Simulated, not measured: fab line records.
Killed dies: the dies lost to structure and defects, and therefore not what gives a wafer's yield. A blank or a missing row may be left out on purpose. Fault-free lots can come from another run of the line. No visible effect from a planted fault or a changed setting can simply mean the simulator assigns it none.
A struck lot beside a sound one | flow n5_finfet | 36 steps out of a route of 1938
Sound: wafers L355.1, L355.2, L355.6. Wafers struck: L366.1, L366.2, L366.6. Last of all comes the cause.
Per side, at each step with rows, come the tool, then ch with its chambers, and then its first start. Under that, the readings that differ: sound wafers | struck wafers | difference of the means | sigmas: that difference in standard deviations of wafers without a fault.
alike: readings whose means differ by less than 2 such deviations, and words and numbers that are the same on both sides. not compared: withheld readings, readings that some wafer has no value for, bounds like >300 that may hide the same value, and numbers for which the record gives no deviation and whose values overlap.
The two part at a step that has a row with sigmas, a row that says differs or no value, or rows on one side only. Numbers that have no deviation but don't overlap get no sigmas and don't part them. Lack of a reading on every wafer of one side parts them only where that side has two or more wafers.

first, 9 steps without rows for these wafers: N5_PMOS_HMC_CHANNEL_EPI_COAT_03 (resist thk 205 nm); N5_PMOS_HMC_CHANNEL_EPI_EBR_05; N5_PMOS_HMC_CHANNEL_EPI_SOFTBAKE_04 (time 60 s); N5_PMOS_HMC_CHANNEL_EPI_EXPOSE_06 (exposes mask PMOS HMC BLK, target cd 240 nm); N5_PMOS_HMC_CHANNEL_EPI_PEB_07 (peb time 60 s); N5_PMOS_HMC_CHANNEL_EPI_DEVELOP_08 (develop time 30 s); N5_PMOS_HMC_CHANNEL_EPI_DESCUM_14 (chemistry O2, time 7.9 s); N5_PMOS_HMC_CHANNEL_EPI_ETCH_32 (etches BARC in N2/H2, stops on SiO2, target depth 85.8 nm, time 50.3 s); N5_PMOS_HMC_CHANNEL_EPI_HM_OPEN_15 (chemistry CHF3/O2, target SiO2, target depth 40.6 nm, time 20.3 s).
N5_PMOS_HMC_CHANNEL_EPI_STRIP_33: strips in N2/H2.
  sound on rie_diel-05 ch 1,2, day 2 05:27; struck on rie_diel-04 ch 1,2,3, day 4 23:39
  alike: bias_power_w, drypump_motor_current_A, n2_flow_sccm, oes_product_au, rf_vpp_V, showerhead_plenum_p_Torr, throttle_valve_pct
  not compared: rf_hours_counter_h
then, 25 steps without rows for these wafers: N5_PMOS_HMC_CHANNEL_EPI_STRIP_17 (strips in SPM, time 750 s); N5_PMOS_HMC_CHANNEL_EPI_ETCH_38 (etches SiO2 in CF4, target depth 1.5 nm); N5_PMOS_HMC_CHANNEL_EPI_FIN_RECESS_16 (chemistry HBr/Cl2, target Si, target depth 54 nm, time 18 s); N5_PMOS_HMC_CHANNEL_EPI_PRECLEAN_36 (cleans in O3/DIW, time 45 s); N5_PMOS_HMC_CHANNEL_EPI_PRECLEAN_18 (cleans in DHF, time 30 s); N5_PMOS_HMC_CHANNEL_EPI_SRD_19 (time 30 s); N5_PMOS_HMC_CHANNEL_EPI_EPI_20 (deposits SiGe30, target thk 59 nm); N5_PMOS_HMC_CHANNEL_EPI_HM_STRIP_35 (strips SiO2 in dHF, material SiO2, target depth 39.6 nm, time 216 s); N5_PMOS_HMC_CHANNEL_EPI_SRD_39 (time 30 s); N5_PMOS_HMC_CHANNEL_EPI_CMP_21 (polishes SiGe30, target thk 54 nm); N5_PMOS_HMC_CHANNEL_EPI_PRECLEAN_40 (cleans in DHF, time 30 s); N5_PMOS_HMC_CHANNEL_EPI_PRECLEAN_37 (cleans in O3/DIW, time 45 s); N5_PMOS_HMC_CHANNEL_EPI_PRECLEAN_24 (cleans in DHF, time 30 s); N5_PMOS_HMC_CHANNEL_EPI_SRD_25 (time 30 s); N5_PMOS_HMC_CHANNEL_EPI_EPI_26 (deposits Si from SiH4/H2, target thk 3.8 nm, time 22.7 s); N5_FIN_SAQP_PRECLEAN_42 (cleans in O3/DIW, time 60 s); N5_FIN_SAQP_PRECLEAN_00 (cleans in SC1, time 60 s); N5_FIN_SAQP_PRECLEAN_44 (cleans in SC2, time 45 s); N5_FIN_SAQP_SRD_01 (time 30 s); N5_FIN_SAQP_ALD_61 (deposits SiO2, target thk 4 nm, pulse time 1 s, purge time 2 s); N5_FIN_SAQP_DENSIFY_62 (time 60 s); N5_FIN_SAQP_HM_DEP_03 (deposits SiNx from SiH4/NH3/N2, target thk 38 nm, time 33.6 s); N5_FIN_SAQP_PECVD_47 (deposits a-Si from SiH4/He, target thk 45 nm, time 36.3 s); N5_FIN_SAQP_PECVD_48 (deposits SiNx from SiH4/NH3/N2, target thk 25 nm, time 22.1 s); N5_FIN_SAQP_PECVD_06 (deposits a-Si from SiH4/He, target thk 60 nm, time 48.1 s).
-- the record jumps here: 12 days lie between the struck wafers' starts before and after (it left off in module FIN_SAQP and takes up again in module PASSIVATION, whose first step shown is number 1936 of the route) --
N5_PASSIVATION_PROBE_49:
  the record has rows for the struck wafers here (prober-02, day 17 05:38) and none for the sound ones

## WHERE THEY PART
At N5_PASSIVATION_PROBE_49 and nowhere else, as far as this record goes.

WHY: what had been put in by the simulator
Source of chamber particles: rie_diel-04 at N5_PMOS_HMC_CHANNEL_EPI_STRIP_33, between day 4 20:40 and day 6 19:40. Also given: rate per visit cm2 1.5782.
